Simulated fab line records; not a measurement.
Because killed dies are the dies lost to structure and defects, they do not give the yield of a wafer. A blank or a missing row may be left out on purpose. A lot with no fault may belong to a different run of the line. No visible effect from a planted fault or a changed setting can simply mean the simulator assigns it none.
Chamber matching -- flow n5_finfet -- rie_diel-06 running N5_BEOL_M4_ETCH_64: 4 sister chambers
The step etches SOC in N2/H2, target depth 75 nm, overetch 22.5 nm, time 121.9 s. 4 wafers are shown with their chamber, then 7 later ones without.

WAFERS WITH THEIR CHAMBER
wafer,chamber,showerhead_plenum_p_Torr (Torr)
L084.1,0,2.60
L084.2,3,2.41
L085.1,1,2.53
L085.2,2,2.72

WAFERS MISSING THEIR CHAMBER
wafer,showerhead_plenum_p_Torr (Torr)
L085.3,2.40
L092.1,2.71
L092.2,2.52
L092.4,2.60
L096.1,2.60
L096.2,2.39
L096.5,2.39

WHICH CHAMBER EACH WENT THROUGH
wafer,from the rows above,in truth
L085.3,3,3
L092.1,2,2
L092.2,1,1
L092.4,0,0
L096.1,0,0
L096.2,3,3
L096.5,3,3
Correct placement for 7 of the 7. Number that these rows cannot place: 0. Wrongly placed: 0.
How it was worked out, from the rows above alone: a wafer's distance from a chamber is the root of the sum, over the readings, of the square of ((its reading less the chamber's mean) divided by the reading's scatter). The wafer belongs to the nearest chamber; if the next one is less than 2 further off, it can't be placed. A chamber's mean is the mean of its shown wafers. The scatter: with one shown wafer a chamber, the root of the mean of the squares of how far each hidden wafer lies from its nearest shown one.
